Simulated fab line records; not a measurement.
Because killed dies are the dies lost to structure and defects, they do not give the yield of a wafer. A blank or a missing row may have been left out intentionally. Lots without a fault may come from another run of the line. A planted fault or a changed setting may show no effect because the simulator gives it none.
Code-filled problem report in 8D (eight disciplines) form ; flow nandHarc ; the parts of the form that need people (team, actions taken, sign-off) are left out

1. WHAT IS WRONG
Wafers without a fault read 999 nm, standard deviation 10; thkNm at NHARC_A_ONON_D2_THK_MEAS_21 reads a mean of 1075 nm on 6 wafers belonging to 2 lots. Relative to the usual mean, that is a shift of +7.6 standard deviations.
The step: measures by ellipsometry.
First observed at day 17 09:20: wafer L157.1, on filmMetro-02. The record has a number at this step for 36 wafers belonging to 12 lots. Rule for "out", or "out of limits": more than 4 standard deviations from the usual mean. The other wafers with a number count as sound.

2. WHAT IT IS AND WHAT IT IS NOT
question;is;is not
which readings at this step;thkNm;-
which lots;L157, L158;L146, L148, L149, L150, L151, L152, L153, L165, L166, L169
which wafers of those lots;all that have a number;-
read on which gauges;filmMetro-02;filmMetro-01
when;from day 17 09:20;"up to then (21 sound wafers); but 9 sound wafers of L165, L166, L169 came after"

3. THE SUSPECTS, EACH WITH WHAT RULES IT OUT
Counting: a tool stays on the suspect list if, at a process step up to the reading, it processed all lots that are out and no sound lot following the first of them.
- the gauge at NHARC_A_ONON_D2_THK_MEAS_21: kept. All the wafers that are out were read on filmMetro-02, and no step on other tools shows them out.
- pecvdOnon-03 at NHARC_A_ONON_D2_DEP_19 (target thk 1000 nm): ruled out as a lasting fault. After its first lot that is out, L157 (day 17 08:50), sound lots L166 ran on it.
Remaining after the count: filmMetro-02 at NHARC_A_ONON_D2_THK_MEAS_21.

4. THE CAUSE (what the simulator had put in)
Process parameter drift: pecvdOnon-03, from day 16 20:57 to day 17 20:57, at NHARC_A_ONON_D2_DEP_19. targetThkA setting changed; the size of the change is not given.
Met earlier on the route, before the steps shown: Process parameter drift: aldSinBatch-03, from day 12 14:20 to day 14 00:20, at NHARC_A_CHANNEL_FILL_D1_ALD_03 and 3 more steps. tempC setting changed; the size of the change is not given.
It was ruled out by counting, in error; the rule expects a fault to strike all lots run on its tool from its start on, and this fault did not.

5. THE CHAIN OF EFFECTS, in route order
Each row: a reading where the mean over the struck wafers with a number is more than 3 standard deviations away from the usual. Only readings for which the record gives a usual standard deviation are gone through. hours: the time from each lot's start at the first step in this table that gives one to its start at this step, as a median over the lots. sigmas: the change in usual standard deviations.
hours;step;reading;usual;on struck wafers;change;sigmas
0;NHARC_A_ONON_D2_THK_MEAS_21;thkNm;999 nm;1075;+76;+7.6
Later steps that measure or inspect, where all struck wafers having a row at the step show a number for every such reading and not one has moved that far: NHARC_END_SORT_01.

6. HOW IT WOULD HAVE BEEN CAUGHT EARLIER
In this record the first reading out of limits at a measuring or inspecting step was taken at day 17 09:20, 12 hours after the fault began at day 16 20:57.
Of the tool readings at NHARC_A_ONON_D2_DEP_19 for which the record gives a usual standard deviation, none was out on any struck wafer, so an alarm limit of 4 standard deviations on them would not have fired.
